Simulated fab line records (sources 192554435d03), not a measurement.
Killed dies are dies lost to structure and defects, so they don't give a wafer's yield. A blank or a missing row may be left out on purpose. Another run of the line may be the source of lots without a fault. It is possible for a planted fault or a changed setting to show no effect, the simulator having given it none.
Problem report in the 8D (eight disciplines) form, filled by code || flow n5Finfet || the parts of the form that need people (team, actions taken, sign-off) are left out

## 1. WHAT IS WRONG
spinSpeedRpm at N5_BEOL_M5_COAT_71 reads a mean of 1744.5 rpm on 6 wafers of 2 lots; wafers without a fault read 1500.0 rpm with a standard deviation of 1.1. So: +99 or more standard deviations from the usual mean.
The step: time 60 s, resist thk 5 nm.
First seen on wafer L106.2, day 11 15:49, on lithoTrack-01. The record holds 32 wafers of 11 lots with a number at this step. By rule, "out" or "out of limits" means more than 4 standard deviations away from the usual mean. The other wafers with a number count as sound.

## 2. WHAT IT IS AND WHAT IT IS NOT
{"question": "which readings at this step", "is": "spinSpeedRpm", "is not": "resistLineTempC"}
{"question": "which lots", "is": "L106, L110", "is not": "L100, L101, L102, L116, L993, L995, L996, L997, L998"}
{"question": "which wafers of those lots", "is": "all that have a number", "is not": "-"}
{"question": "read on which tools", "is": "lithoTrack-01", "is not": "lithoTrack-04, lithoTrack-05"}
{"question": "when", "is": "from day 11 15:49", "is not": "up to then (23 sound wafers); but 3 sound wafers of L116 came after"}

## 3. WHAT RULES OUT EACH SUSPECT
Counting: a tool at a process step up to the reading stays a suspect if it ran every lot that is out and no sound lot after the first of them.
- pvdSputter-02 at N5_BEOL_M4_ANNEAL_49 (time 240 s): ruled out as a lasting fault. Sound lots L116 ran on it after its first lot that is out, L106 (day 11 10:58).
- pvdSputter-02 at N5_BEOL_M4_SPUTTER_92 (material Cu, target thk 4.5 nm, time 8.29 s): ruled out as a lasting fault. Sound lots L116 ran on it after its first lot that is out, L106 (day 11 12:12).
- lithoTrack-01 at N5_BEOL_M5_COAT_71 (time 60 s, resist thk 5 nm): kept. It ran every lot that is out, first L106 (day 11 15:49), and no sound lot after that; its last sound lot up to then is L102 (day 10 11:42). Its own spinSpeedRpm readings are out on those wafers.
The count leaves lithoTrack-01 at N5_BEOL_M5_COAT_71.

## 4. THE CAUSE (what the simulator had put in)
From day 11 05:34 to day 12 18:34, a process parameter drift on lithoTrack-01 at N5_BEOL_M5_COAT_71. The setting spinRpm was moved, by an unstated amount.
Only this tool survived the counting.

## 5. SEQUENCE OF EFFECTS, ordered by route
Each row: a reading where the mean over the struck wafers with a number is more than 3 standard deviations away from the usual. Readings are gone through only where the record gives a usual standard deviation; hours: the median, over the lots, of the time from a lot's start at the first step in this table giving one to that lot's start at this step; sigmas: the change measured in usual standard deviations.
{"hours": 0, "step": "N5_BEOL_M5_COAT_71", "reading": "spinSpeedRpm", "usual": "1500.0 rpm", "on struck wafers": 1744.5, "change": "+244.5", "sigmas": "+99 or more"}
Here are the process steps it includes:
- N5_BEOL_M5_COAT_71: time 60 s, resist thk 5 nm.

## 6. HOW IT WOULD HAVE BEEN CAUGHT EARLIER
In this record the first reading out of limits was taken at day 11 15:49, 10 hours after the fault began at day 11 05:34.
